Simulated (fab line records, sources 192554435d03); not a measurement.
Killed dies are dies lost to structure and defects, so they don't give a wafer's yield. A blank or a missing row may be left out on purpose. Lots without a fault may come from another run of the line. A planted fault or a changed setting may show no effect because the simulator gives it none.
fab line records | flow n5_finfet
record lots=9 wafers=27 last_day=17
route steps=1938 shown BEOL_M4@1039 PASSIVATION@1936
lots that met no fault: from a run of the same line without faults
start_h: hours from the record's first day to the start of the lot's first wafer shown | wait_h: hours since the lot's step before | " the same as in the row above | L1.1+2: a row that stands for several wafers | - no value, or no start given | * or withheld: withheld | < > ~ a bound
route shown NAME@n: a module of which the file shows steps, and the number in the route of the first | usual: mean/standard deviation of fault-free wafers | same: alike in all rows | chamber/n: place in a boat | sites: the reading at each site | _std_site: their standard deviation | _edge_site: outer sites' mean less inner sites' | radius_mm: how far each site lies from the wafer's centre | mask NAME#n: copy n | behind: the tool/chamber that last shaped the wafer | hold: why the lot was held/for how many hours/how that ended | device: the transistor (n, p or np) that didn't switch | end of line: the same wafers' tests at the end of the route | a step without rows: its recipe alone | killed: dies lost to structure and defects at the first sort, not the wafer's yield | map: a wafer's dies, x killed, . not, _ none there
set.NAME: the setting as run; set.NAME@STEP: as run at that earlier step | model.NAME: the simulator's own value behind a step, which no gauge read
steps of the route over a sample of lots; a table a step, a row a wafer
services: from which hour (start_h, from the record's first day; less than 0 if before it) a tool's chamber was out of use, for how many hours, and why
## steps
# step N5_BEOL_M4_ETCH_63
# recipe chemistry=CF4 target=SiARC target_depth_a=156 mask_material=CAR-EUV time_s=26 ion_energy_ev=80 pressure_mtorr=40 source_w=545 bias_w=36 Ar_flow_sccm=100 cf4_flow_sccm=100 ends=cleared
# usual bias_w=35.99/0.1 cf4_flow_sccm=100.0/0.3 drypump_motor_current_A=5.61/0.29 etch_rf_on_time_s=26.0/0.6 oes_product_au=0.64/0.061 rf_vpp_V=184.1/1.3 showerhead_plenum_p_Torr=2.15/0.074 throttle_valve_pct=15.72/0.23
# columns lot.wafer tool chamber start_h wait_h bias_w cf4_flow_sccm drypump_motor_current_A etch_rf_on_time_s oes_product_au rf_hours_counter_h rf_vpp_V showerhead_plenum_p_Torr throttle_valve_pct
L312.2 rie_diel-03 3 164.74 0.0 35.99 100.0 5.91 26.7 0.74 46 186.1 2.26 15.45
L312.3 " 1 " " 36.00 100.3 5.29 25.4 0.61 183 183.8 2.21 15.63
L312.5 " 1 " " 36.11 100.1 5.28 25.2 0.63 - 185.6 2.21 15.64
L314.1 rie_diel-06 0 171.10 0.0 36.15 100.2 5.81 25.8 0.64 173 184.6 2.22 15.73
L314.2 " 3 " " 36.19 100.3 5.28 26.0 0.63 163 182.0 2.05 15.39
L314.5 " 0 " " 36.06 100.0 5.80 25.6 0.64 - 185.0 2.22 15.72
L317.1 rie_diel-06 3 190.39 0.0 35.99 99.8 5.19 26.3 0.62 173 180.8 2.05 15.41
L317.4 " 0 " " 35.83 100.2 5.81 26.1 0.63 - 184.5 2.21 15.74
L317.5 " 3 " " 35.92 100.0 5.21 26.2 0.62 - 182.3 2.05 15.42
L318.2 rie_diel-06 2 196.77 0.0 35.94 99.5 6.26 25.7 0.83 2 185.8 2.29 15.42
L318.3 " 0 " " 35.91 100.3 5.83 26.1 0.63 186 187.0 2.21 15.73
L318.6 " 0 " " 36.02 100.1 5.81 26.1 0.62 - 185.6 2.21 15.74
L319.1 rie_diel-02 2 211.62 0.0 35.87 100.9 5.40 25.5 0.60 237 184.2 2.12 15.67
L319.3 " 3 " " 35.96 99.9 5.56 25.5 0.62 219 183.8 2.12 16.11
L319.6 " 2 " " 35.89 100.7 5.40 25.4 0.62 - 183.6 2.12 15.70
L328.3 rie_diel-02 0 251.00 0.0 35.99 100.0 5.56 27.6 0.57 242 183.2 2.12 15.74
L328.4 " 0 " " 36.00 100.0 5.57 27.6 0.56 - 184.2 2.12 15.72
L328.5 " 3 " " 36.04 99.7 5.55 25.7 0.61 - 184.0 2.11 16.14
L331.1 rie_diel-03 3 272.74 0.0 36.31 99.9 5.91 26.3 0.70 83 184.3 2.25 15.52
L331.2 " 0 " " 35.95 99.9 5.51 25.4 0.64 183 182.5 2.05 15.72
L331.5 " 3 " " 36.09 99.8 5.90 26.0 0.71 - 184.8 2.25 15.54
L332.1 rie_diel-06 0 282.72 0.0 35.80 100.1 5.81 25.2 0.61 214 186.4 2.20 15.80
L332.2 " 3 " " 36.10 100.1 5.24 25.8 0.61 204 181.4 2.04 15.48
L332.4 " 1 " " 36.15 99.7 5.45 26.6 0.60 - 184.0 2.11 16.00
L333.1 rie_diel-06 1 284.45 0.0 36.09 99.9 5.42 26.5 0.60 244 184.0 2.11 16.01
L333.3 " 3 " " 35.93 99.8 5.27 26.0 0.61 205 181.9 2.03 15.49
L333.6 " 1 " " 35.99 99.8 5.45 26.6 0.60 - 184.0 2.11 16.01
# step N5_BEOL_M4_ETCH_69
# recipe chemistry=CF4 target=SiARC target_depth_a=156 mask_material=CAR-EUV time_s=26 ion_energy_ev=80 pressure_mtorr=40 source_w=545 bias_w=36 Ar_flow_sccm=100 cf4_flow_sccm=100 ends=cleared
# usual bias_w=36.00/0.12 cf4_flow_sccm=100.0/0.3 drypump_motor_current_A=5.64/0.3 etch_rf_on_time_s=26.0/0.63 oes_product_au=0.64/0.07 rf_vpp_V=184.1/1.3 showerhead_plenum_p_Torr=2.15/0.071 throttle_valve_pct=15.72/0.23
# columns lot.wafer tool chamber start_h wait_h bias_w cf4_flow_sccm drypump_motor_current_A etch_rf_on_time_s oes_product_au rf_hours_counter_h rf_vpp_V showerhead_plenum_p_Torr throttle_valve_pct
L312.2 rie_diel-02 0 165.63 0.0 35.96 100.5 5.60 27.2 0.59 212 183.7 2.13 15.68
L312.3 " 2 " " 35.94 99.4 5.39 25.3 0.62 220 183.5 2.12 15.66
L312.5 " 0 " " 36.04 100.3 5.59 27.4 0.58 - 184.9 2.13 15.68
L314.1 rie_diel-02 1 172.10 0.0 35.92 100.4 5.87 26.0 0.62 211 183.3 2.21 15.88
L314.2 " 3 " " 35.97 99.6 5.55 25.4 0.63 207 182.2 2.12 16.10
L314.5 " 3 " " 36.01 99.5 5.56 25.8 0.62 - 185.4 2.12 16.11
L317.1 rie_diel-06 1 191.53 0.0 35.89 100.3 5.43 26.3 0.62 212 183.1 2.12 15.95
L317.4 " 3 " " 36.09 99.6 5.23 25.9 0.63 174 183.5 2.05 15.41
L317.5 " 2 " " 36.18 100.6 6.27 25.6 0.86 - 185.0 2.29 15.43
L318.2 rie_diel-03 1 197.96 0.0 36.12 100.4 5.31 25.1 0.61 196 186.5 2.21 15.65
L318.3 " 2 " " 35.96 99.5 6.11 26.2 0.60 228 183.3 2.13 15.61
L318.6 " 1 " " 36.01 99.8 5.29 25.1 0.62 - 185.3 2.21 15.64
L319.1 rie_diel-06 3 212.49 0.0 36.04 100.6 5.25 26.0 0.62 179 182.1 2.04 15.42
L319.3 " 2 " " 36.02 99.8 6.24 25.6 0.82 6 187.1 2.29 15.45
L319.6 " 1 " " 36.16 100.2 5.41 26.8 0.60 - 185.4 2.12 15.96
L328.3 rie_diel-06 3 252.25 0.0 36.13 100.6 5.20 26.1 0.61 193 182.0 2.04 15.48
L328.4 " 2 " " 35.98 99.9 6.26 25.6 0.77 20 186.0 2.28 15.46
L328.5 " 2 " " 36.10 99.6 6.25 25.6 0.79 - 185.2 2.28 15.46
L331.1 rie_diel-02 1 273.62 0.0 36.11 99.8 5.88 25.7 0.60 243 184.8 2.20 15.96
L331.2 " 3 " " 35.89 100.1 5.56 25.2 0.61 244 184.9 2.11 16.18
L331.5 " 0 " " 35.81 100.0 5.57 27.5 0.57 - 183.2 2.12 15.77
L332.1 rie_diel-02 2 283.60 0.0 36.14 99.8 5.39 25.1 0.85 7 184.1 2.11 15.22
L332.2 " 1 " " 35.89 99.9 5.85 26.2 0.60 247 182.6 2.20 15.96
L332.4 " 3 " " 36.09 99.4 5.56 25.7 0.60 - 183.9 2.11 16.20
L333.1 rie_diel-06 0 285.51 0.0 35.84 99.6 5.81 25.4 0.62 215 184.8 2.20 15.79
L333.3 " 3 " " 35.79 100.1 5.22 26.0 0.61 205 182.6 2.03 15.49
L333.6 " 1 " " 35.88 100.2 5.42 26.5 0.60 - 185.2 2.11 16.01
# step N5_BEOL_M4_VIA_ETCH_34
# recipe chemistry=C4F6/O2 target_depth_a=694 mask_material=SOC pressure_mtorr=15 ion_energy_ev=250 taper_deg=4 time_s=65.9 source_w=350 bias_w=170 Ar_flow_sccm=300 C4F6_flow_sccm=10 O2_flow_sccm=10
# usual C4F6_flow_sccm=10.00/0.032 O2_flow_sccm=10.00/0.034 drypump_motor_current_A=5.65/0.29 oes_product_au=0.73/0.063 rf_vpp_V=663/12 showerhead_plenum_p_Torr=2.85/0.091 throttle_valve_pct=30.72/0.26
# columns lot.wafer tool chamber start_h wait_h C4F6_flow_sccm O2_flow_sccm drypump_motor_current_A oes_product_au rf_hours_counter_h rf_vpp_V showerhead_plenum_p_Torr throttle_valve_pct
L312.2 rie_diel-02 1 170.57 0.0 9.98 10.00 5.88 0.73 210 675 2.91 30.83
L312.3 " 0 " " 9.96 10.00 5.62 0.68 214 666 2.81 30.44
L312.5 " 1 " " 10.00 10.00 5.88 0.73 - 675 2.91 30.84
L314.1 rie_diel-06 3 174.52 0.0 9.95 10.05 5.23 0.73 165 653 2.71 30.30
L314.2 " 0 " " 9.97 9.98 5.80 0.73 175 659 2.95 30.91
L314.5 " 0 " " 9.99 9.98 5.83 0.73 - 659 2.95 30.90
L317.1 rie_diel-03 1 197.68 0.0 - - - - - - - -
L317.4 " 3 " " - - - - - - - -
L317.5 " 1 " " - - - - - - - -
L318.2 rie_diel-06 2 201.25 0.0 - - - - - - - -
L318.3 " 1 " " - - - - - - - -
L318.6 " 0 " " - - - - - - - -
L319.1 rie_diel-02 3 214.94 0.0 - - - - - - - -
L319.3 " 0 " " - - - - - - - -
L319.6 " 1 " " - - - - - - - -
L328.3 rie_diel-02 1 255.51 0.0 9.98 9.97 5.88 0.70 - 675 2.90 30.83
L328.4 " 3 " " 10.04 10.00 5.57 0.72 - 660 2.80 31.10
L328.5 " 3 " " 10.02 10.06 5.56 0.71 - 660 2.80 31.08
L331.1 rie_diel-06 3 278.18 0.0 9.96 10.10 5.24 0.71 202 655 2.69 30.36
L331.2 " 0 " " 10.02 9.94 5.81 0.71 212 658 2.93 30.96
L331.5 " 2 " " 10.00 10.03 6.28 0.88 - 664 3.03 30.57
L332.1 rie_diel-03 1 284.61 0.0 10.06 9.94 5.29 0.67 231 643 2.90 30.71
L332.2 " 0 " " 10.02 10.03 5.55 0.73 189 659 2.71 30.78
L332.4 " 0 " " 9.99 10.01 5.57 0.74 - 658 2.71 30.79
L333.1 rie_diel-06 2 287.70 0.0 10.01 10.00 6.26 0.90 30 664 3.03 30.58
L333.3 " 1 " " 10.01 9.95 5.41 0.70 245 692 2.81 31.26
L333.6 " 1 " " 10.00 9.99 5.44 0.70 - 692 2.81 31.21
# step N5_BEOL_M4_CD_MEAS_35
# recipe target_cd_nm=18 target_cd_y_nm=22.4 polarity=opening
# usual cd_nm=18.1/0.33
# columns lot.wafer tool chamber start_h wait_h cd_nm
L312.2 cd_sem-02 - 170.98 0.0 18.0
L312.3 " - " " 17.7
L312.5 " - " " 17.5
L314.1 cd_sem-01 - 174.92 0.0 18.2
L314.2 " - " " 17.8
L314.5 " - " " 18.3
L317.1 cd_sem-03 - 198.09 0.0 18.2
L317.4 " - " " 18.7
L317.5 " - " " 18.2
L318.2 cd_sem-01 - 201.67 0.0 18.7
L318.3 " - " " 18.2
L318.6 " - " " 18.6
L319.1 cd_sem-02 - 215.35 0.0 17.7
L319.3 " - " " 17.4
L319.6 " - " " 17.6
L328.3 cd_sem-02 - 256.00 0.0 17.7
L328.4 " - " " 17.6
L328.5 " - " " 18.1
L331.1 cd_sem-02 - 278.58 0.0 18.3
L331.2 " - " " 18.8
L331.5 " - " " 18.1
L332.1 cd_sem-03 - 285.02 0.0 18.5
L332.2 " - " " 17.6
L332.4 " - " " 18.1
L333.1 cd_sem-02 - 288.11 0.0 18.3
L333.3 " - " " 17.9
L333.6 " - " " 18.3
# step N5_BEOL_M4_RC_MEAS_101
# usual DIBL_N=36.5/1.7 DIBL_P=36.3/2.1 IOFF_N=0.16/0.036 IOFF_P=0.21/0.037 ION_N=676/12 ION_P=462/7.6 SS_N=71.5/0.68 SS_P=73.3/0.63 VT_N=249/3.5 VT_P=-250/3.5
# columns lot.wafer tool chamber start_h wait_h DIBL_N[mV/V] DIBL_P[mV/V] IOFF_N[nA/um] IOFF_P[nA/um] ION_N[uA/um] ION_P[uA/um] SS_N[mV/dec] SS_P[mV/dec] VT_N[mV] VT_P[mV]
L312.2 prober-01 0 176.10 0.2 36.5 36.5 0.18 0.22 682 472 71.6 73.3 248 -248
L312.3 " 0 " " 37.3 37.2 0.20 0.23 687 463 72.3 73.7 247 -250
L312.5 " 0 " " 37.0 36.9 0.19 0.22 685 466 72.0 73.5 244 -248
L314.1 prober-02 0 178.95 0.0 36.3 36.9 0.16 0.18 681 452 71.1 73.4 250 -253
L314.2 " 0 " " 37.3 38.5 0.17 0.19 682 452 71.8 72.8 253 -255
L314.5 " 0 " " 36.6 38.4 0.17 0.18 675 453 71.8 74.1 250 -256
L328.3 prober-01 0 259.90 0.3 36.5 37.1 0.16 0.22 674 461 71.1 73.9 252 -251
L328.4 " 0 " " 33.6 34.0 0.13 0.18 667 460 70.8 73.0 252 -254
L328.5 " 0 " " 35.1 36.0 0.14 0.21 667 461 71.1 73.9 253 -249
L331.1 prober-01 0 284.40 0.2 34.3 33.5 0.11 0.15 657 452 71.1 72.8 255 -257
L331.2 " 0 " " 34.4 33.2 0.11 0.14 643 441 70.9 72.3 261 -260
L331.5 " 0 " " 37.6 38.1 0.17 0.21 670 459 71.1 73.7 250 -251
L332.1 prober-02 0 289.05 0.0 37.4 38.3 0.16 0.22 676 461 71.4 74.0 251 -249
L332.2 " 0 " " 36.9 37.2 0.16 0.21 682 461 70.6 73.2 250 -251
L332.4 " 0 " " 37.0 37.3 0.16 0.21 667 463 71.3 72.6 250 -248
L333.1 prober-01 0 293.40 0.0 35.0 34.1 0.12 0.17 665 457 71.3 72.2 252 -251
L333.3 " 0 " " 35.4 34.3 0.12 0.17 669 455 71.1 72.6 252 -255
L333.6 " 0 " " 38.7 38.4 0.18 0.23 678 464 72.1 74.3 247 -248
# step N5_PASSIVATION_PROBE_49
# usual defect_limited_yield=91.4/1.5 killed_at_M0_to_M3=34/12 killed_at_M4_up=12/4.9 killed_at_contacts=13/7.2 killed_at_front_end=39/12 killed_at_other=3.7/2.9 killed_dies=101/18 killed_on_rim=13/4 killed_open=67/14 killed_short=33/7.2 sort_bin_5_function=5.1/0.97 sort_bin_6_memory=3.2/0.67 sort_n_pass=1079/17 sort_yield_pct=91.4/1.5
# same gross_dies=1180 killed_at_back_side=0 sort_bin_4_leakage[%]=0 sort_bin_8_speed[%]=0
# columns lot.wafer tool chamber start_h wait_h defect_limited_yield[%] killed_at_M0_to_M3 killed_at_M4_up killed_at_contacts killed_at_front_end killed_at_other killed_dies killed_on_rim killed_open killed_short sort_bin_5_function[%] sort_bin_6_memory[%] sort_n_pass sort_yield_pct[%]
L318.2 prober-01 - 309.12 0.1 0 46 1079 5 47 3 1180 152 68 43 95.9 3.6 0 0
L318.3 prober-01 - 309.17 0.1 0 38 1090 10 41 1 1180 152 62 36 96.6 3.1 0 0
L318.6 prober-01 - 309.32 0.3 0 35 1087 11 44 3 1180 152 67 37 95.9 3.9 0 0
L317.1 prober-02 - 309.86 0.0 0 29 1111 14 25 1 1180 152 58 27 98.1 1.9 0 0
L317.4 prober-02 - 310.01 0.2 0 34 1108 8 29 1 1180 152 53 28 96.8 2.9 0 0
L317.5 prober-02 - 310.06 0.2 0 41 1093 16 30 0 1180 152 71 25 96.7 3.2 0 0
L319.1 prober-02 - 321.68 0.0 0 27 1098 18 31 6 1180 152 63 35 96.5 3.1 0 0
L319.3 prober-02 - 321.78 0.1 0 22 1090 26 41 1 1180 152 67 34 96.3 3.2 0 0
L319.6 prober-02 - 321.93 0.3 0 33 1103 22 20 2 1180 152 53 35 96.7 3.2 0 0
L328.3 prober-02 - 367.41 0.1 91.6 24 11 25 35 4 99 16 73 26 5.5 2.8 1081 91.6
L332.1 prober-01 - 393.16 0.0 94.2 27 9 7 24 1 68 12 41 26 3.5 2.2 1112 94.2
L332.2 prober-01 - 393.21 0.1 89.8 37 15 9 58 1 120 13 87 33 6.1 3.8 1060 89.8
L332.4 prober-01 - 393.31 0.2 91.9 29 10 9 42 5 95 12 48 46 5.7 2.2 1085 91.9
L333.1 prober-01 - 398.14 0.1 89.1 33 14 21 61 0 129 16 83 45 7.0 3.6 1051 89.1
L333.3 prober-01 - 398.24 0.2 89.2 44 7 9 67 1 128 17 84 43 5.9 4.3 1052 89.2
L333.6 prober-01 - 398.39 0.4 87.9 31 23 25 63 1 143 15 102 40 6.9 4.7 1037 87.9
L331.1 prober-01 - 399.40 0.0 92.3 37 10 2 37 5 91 11 60 30 4.3 3.1 1089 92.3
L331.2 prober-01 - 399.45 0.1 92.9 31 25 1 23 4 84 14 44 39 4.0 3.1 1096 92.9
L331.5 prober-01 - 399.60 0.2 92.6 27 14 5 39 2 87 16 53 31 4.1 3.1 1093 92.6
# killed by level:class
L318.2 BEOL_M4:area_etch=1069 STI_FIN_REVEAL:geometric_particle:open=14 BEOL_M0_SAQP:geometric_particle:open=13 BEOL_M3:geometric_particle:open=10 FIN_SAQP:geometric_particle:short=7 FIN_SAQP:geometric_particle:open=6 BEOL_M0_SAQP:geometric_particle:short=6 GATE_CUT:geometric_particle:short=5
L318.3 BEOL_M4:area_etch=1082 BEOL_M0_SAQP:geometric_particle:open=10 FIN_SAQP:geometric_particle:short=9 MOL_CONTACT_COAG:geometric_particle:open=8 STI_FIN_REVEAL:geometric_particle:open=7 BEOL_M3:geometric_particle:open=7 BEOL_M0_SAQP:geometric_particle:short=6 GATE_CUT:geometric_particle:short=5
L318.6 BEOL_M4:area_etch=1076 BEOL_M0_SAQP:geometric_particle:open=11 STI_FIN_REVEAL:geometric_particle:open=9 MOL_CONTACT_COAG:geometric_particle:open=9 GATE_CUT:geometric_particle:short=8 BEOL_M0_SAQP:geometric_particle:short=7 BEOL_M3:geometric_particle:open=6 FIN_SAQP:geometric_particle:open=5
L317.1 BEOL_M4:area_etch=1095 MOL_CONTACT_COAG:geometric_particle:open=13 BEOL_M0_SAQP:geometric_particle:short=9 BEOL_M4:geometric_particle:open=8 BEOL_M0_SAQP:geometric_particle:open=5 STARTING-WAFER:geometric_particle:open=5 FIN_SAQP:geometric_particle:open=4 BEOL_M1:geometric_particle:open=4
L317.4 BEOL_M4:area_etch=1099 BEOL_M0_SAQP:geometric_particle:open=16 BEOL_M0_SAQP:geometric_particle:short=8 MOL_CONTACT_COAG:geometric_particle:open=7 GATE_CUT:geometric_particle:short=6 GATE_CUT:geometric_particle:open=6 DUMMY_GATE:geometric_particle:open=5 STI_FIN_REVEAL:geometric_particle:open=4
L317.5 BEOL_M4:area_etch=1084 BEOL_M2:geometric_particle:open=13 MOL_CONTACT_COAG:geometric_particle:open=13 BEOL_M0_SAQP:geometric_particle:open=13 FIN_SAQP:geometric_particle:open=12 BEOL_M0_SAQP:geometric_particle:short=6 GATE_CUT:geometric_particle:short=5 STI_FIN_REVEAL:geometric_particle:open=4
L319.1 BEOL_M4:area_etch=1081 MOL_CONTACT_COAG:geometric_particle:open=16 FIN_SAQP:geometric_particle:open=10 FIN_SAQP:geometric_particle:short=8 BEOL_M0_SAQP:geometric_particle:open=7 BEOL_M4:geometric_particle:short=6 BEOL_M0_SAQP:geometric_particle:short=5 BEOL_M4:geometric_particle:open=5
L319.3 BEOL_M4:area_etch=1078 MOL_CONTACT_COAG:geometric_particle:open=21 FIN_SAQP:geometric_particle:short=7 STI_FIN_REVEAL:geometric_particle:open=7 DUMMY_GATE:geometric_particle:open=7 FIN_SAQP:geometric_particle:open=5 MOL_CONTACT_COAG:geometric_particle:short=5 GATE_CUT:geometric_particle:short=5
L319.6 BEOL_M4:area_etch=1092 MOL_CONTACT_COAG:geometric_particle:open=17 BEOL_M0_SAQP:geometric_particle:open=7 BEOL_M3:geometric_particle:open=7 FIN_SAQP:geometric_particle:open=6 MOL_CONTACT_COAG:geometric_particle:short=5 GATE_CUT:geometric_particle:short=4 BEOL_M0_SAQP:geometric_particle:short=4
L328.3 MOL_CONTACT_COAG:geometric_particle:open=19 FIN_SAQP:geometric_particle:open=16 BEOL_M3:geometric_particle:open=7 BEOL_M4:geometric_particle:open=7 MOL_CONTACT_COAG:geometric_particle:short=6 BEOL_M0_SAQP:geometric_particle:short=6 FIN_SAQP:geometric_particle:short=5 DUMMY_GATE:geometric_particle:open=5
L332.1 FIN_SAQP:geometric_particle:open=11 BEOL_M2:geometric_particle:open=8 FIN_SAQP:geometric_particle:short=7 MOL_CONTACT_COAG:geometric_particle:open=5 BEOL_M1:geometric_particle:open=5 BEOL_M0_SAQP:geometric_particle:short=3 BEOL_M0_SAQP:geometric_particle:open=3 BEOL_M1:geometric_particle:short=3
L332.2 FIN_SAQP:geometric_particle:open=18 BEOL_M3:geometric_particle:open=14 BEOL_M2:geometric_particle:open=8 FIN_SAQP:geometric_particle:short=7 BEOL_M4:geometric_particle:open=7 DUMMY_GATE:geometric_particle:open=6 MOL_CONTACT_COAG:geometric_particle:open=6 STARTING-WAFER:geometric_particle:open=6
L332.4 FIN_SAQP:geometric_particle:short=9 BEOL_M0_SAQP:geometric_particle:short=9 STI_FIN_REVEAL:geometric_particle:open=8 BEOL_M1:geometric_particle:open=7 MOL_CONTACT_COAG:geometric_particle:open=6 BEOL_M3:geometric_particle:open=6 ILD0:geometric_particle:short=5 GATE_CUT:geometric_particle:short=5
L333.1 FIN_SAQP:geometric_particle:short=15 MOL_CONTACT_COAG:geometric_particle:open=14 STI_FIN_REVEAL:geometric_particle:open=13 FIN_SAQP:geometric_particle:open=10 BEOL_M1:geometric_particle:open=8 MOL_CONTACT_COAG:geometric_particle:short=7 BEOL_M3:geometric_particle:open=7 BEOL_M4:geometric_particle:open=7
L333.3 FIN_SAQP:geometric_particle:short=17 FIN_SAQP:geometric_particle:open=17 BEOL_M1:geometric_particle:open=16 BEOL_M0_SAQP:geometric_particle:open=9 MOL_CONTACT_COAG:geometric_particle:open=8 BEOL_M2:geometric_particle:open=6 DUMMY_GATE:geometric_particle:open=5 GATE_CUT:geometric_particle:short=5
L333.6 MOL_CONTACT_COAG:geometric_particle:open=23 FIN_SAQP:geometric_particle:short=16 STI_FIN_REVEAL:geometric_particle:open=16 FIN_SAQP:geometric_particle:open=12 BEOL_M2:geometric_particle:open=8 BEOL_M4:geometric_particle:open=8 STARTING-WAFER:geometric_particle:open=6 BEOL_M0_SAQP:geometric_particle:open=5
L331.1 BEOL_M3:geometric_particle:open=9 DUMMY_GATE:geometric_particle:open=8 BEOL_M1:geometric_particle:open=7 BEOL_M2:geometric_particle:open=7 FIN_SAQP:geometric_particle:short=6 BEOL_M0:geometric_particle:open=6 STARTING-WAFER:geometric_particle:short=5 FIN_SAQP:geometric_particle:open=3
L331.2 BEOL_M0_SAQP:geometric_particle:short=9 BEOL_M0_SAQP:geometric_particle:open=7 BEOL_M5:geometric_particle:open=6 DUMMY_GATE:geometric_particle:open=5 BEOL_M3:geometric_particle:open=4 BEOL_M4:geometric_particle:open=4 STARTING-WAFER:geometric_particle:short=4 FIN_SAQP:geometric_particle:short=3
L331.5 BEOL_M2:geometric_particle:open=10 FIN_SAQP:geometric_particle:short=9 STARTING-WAFER:geometric_particle:short=6 MOL_CONTACT_COAG:geometric_particle:open=5 BEOL_M0_SAQP:geometric_particle:short=5 DUMMY_GATE:geometric_particle:open=4 BEOL_M0:geometric_particle:open=4 BEOL_M3:geometric_particle:open=4
## services
# columns tool chamber start_h hours kind
rie_diel-02 1 146.47 3.9 repair
rie_diel-06 2 165.55 - clean
rie_diel-06 2 165.55 - consumable_replace:focus_ring
rie_diel-06 2 165.55 - consumable_replace:showerhead
rie_diel-06 2 165.55 25.6 scheduled_down
rie_diel-06 2 165.55 25.6 vent_cycle
rie_diel-02 3 185.18 6.4 repair
rie_diel-03 3 225.89 3.9 repair
rie_diel-02 2 241.87 - clean
rie_diel-02 2 241.87 - consumable_replace:focus_ring
rie_diel-02 2 241.87 24.2 scheduled_down
rie_diel-02 2 241.87 24.2 vent_cycle
rie_diel-03 2 256.56 - clean
rie_diel-03 2 256.56 - consumable_replace:focus_ring
rie_diel-03 2 256.56 32.4 scheduled_down
rie_diel-03 2 256.56 32.4 vent_cycle
rie_diel-06 2 279.68 6.7 repair
## key
first_sign step=N5_BEOL_M4_VIA_ETCH_34 reading=tool_record direction=missing
effect step=N5_PASSIVATION_PROBE_49 reading=killed_at_M4_up direction=up sigmas=99+ usual=12 struck=1095
more_kills_born_at N5_BEOL_M4_VIA_ETCH_34@rie_diel-03=3278 N5_BEOL_M4_VIA_ETCH_34@rie_diel-02=3251 N5_BEOL_M4_VIA_ETCH_34@rie_diel-06=3227
met_at N5_BEOL_M4_VIA_ETCH_34
struck_lots L317,L318,L319
later_rows_left_out L317.1,L317.4,L317.5,L318.2,L318.3,L318.6,L319.1,L319.3,L319.6
not_acting_at N5_BEOL_M4_ETCH_63,N5_BEOL_M4_ETCH_69,N5_BEOL_M4_CD_MEAS_35
onset_between 174.52 197.68
fault kind=skipped_step_whole tool=rie_diel-02,rie_diel-03,rie_diel-06 chamber=- onset_h=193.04 steps=N5_BEOL_M4_VIA_ETCH_34 scope=struck_lots_only
# later_rows_left_out: the simulator's readings of these wafers behind a module that went badly wrong aren't trusted and aren't shown, but for the sort
